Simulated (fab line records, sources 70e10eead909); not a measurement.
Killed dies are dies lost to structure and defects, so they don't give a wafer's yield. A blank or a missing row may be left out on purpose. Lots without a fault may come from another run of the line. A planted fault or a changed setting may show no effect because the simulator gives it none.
Chamber matching | flow nand_harc | NHARC_A_CHANNEL_HOLE_D1_ETCH_38 on rie_diel-10: 4 sister chambers
The step etches the open film in CF4, target depth 39 nm, time 65 s. 14 wafers are shown with their chamber, then 6 later ones without.

WAFERS WITH THEIR CHAMBER
wafer  | chamber | showerhead_plenum_p_Torr (Torr) | drypump_motor_current_A (A) | rf_vpp_V (V)
L892.4 | 2       | 1.89                            | 5.52                        | 153.0
L892.5 | 1       | 1.76                            | 5.70                        | 151.2
L892.6 | 0       | 1.85                            | 5.65                        | 154.0
L899.1 | 2       | 1.89                            | 5.54                        | 153.4
L899.5 | 0       | 1.85                            | 5.64                        | 150.9
L899.6 | 2       | 1.89                            | 5.50                        | 153.7
L898.1 | 0       | 1.84                            | 5.68                        | 153.6
L898.2 | 2       | 1.89                            | 5.53                        | 153.4
L898.5 | 0       | 1.84                            | 5.71                        | 153.6
L902.1 | 1       | 1.76                            | 5.69                        | 151.3
L902.2 | 3       | 1.71                            | 5.33                        | 150.1
L902.5 | 3       | 1.71                            | 5.34                        | 151.2
L904.1 | 1       | 1.76                            | 5.69                        | 150.5
L904.4 | 3       | 1.71                            | 5.34                        | 152.8

SIGNATURES (means of the wafers above)
reading                  | chamber 0 | chamber 1 | chamber 2 | chamber 3 | scatter within a chamber
showerhead_plenum_p_Torr | 1.8450    | 1.7600    | 1.8900    | 1.7100    | 0.00316
drypump_motor_current_A  | 5.6700    | 5.6933    | 5.5225    | 5.3367    | 0.02
rf_vpp_V                 | 153.025   | 151.000   | 153.375   | 151.367   | 1.02
Rule: a wafer's distance from a chamber is the root of the sum, over the readings, of the square of ((its reading less the chamber's mean) divided by the reading's scatter). The wafer belongs to the nearest chamber; if the next one is less than 2 further off, it can't be placed. The scatter: the root of (the sum of the squares of (reading less its chamber's mean) over the shown wafers, divided by (wafers less chambers)).

WAFERS WITHOUT THEIR CHAMBER
wafer  | showerhead_plenum_p_Torr (Torr) | drypump_motor_current_A (A) | rf_vpp_V (V)
L904.6 | 1.89                            | 5.56                        | 154.2
L906.1 | 1.84                            | 5.65                        | 152.5
L906.3 | 1.71                            | 5.37                        | 148.3
L906.4 | 1.89                            | 5.54                        | 152.3
L908.1 | 1.88                            | 5.52                        | 152.9
L908.3 | 1.71                            | 5.32                        | 149.0

WHICH CHAMBER EACH WENT THROUGH
wafer  | from the rows above | in truth
L904.6 | 2                   | 2
L906.1 | 0                   | 0
L906.3 | 3                   | 3
L906.4 | 2                   | 2
L908.1 | 2                   | 2
L908.3 | 3                   | 3
Placed correctly: 6 of 6. Can't be placed from these rows: 0. Placed wrongly: 0.
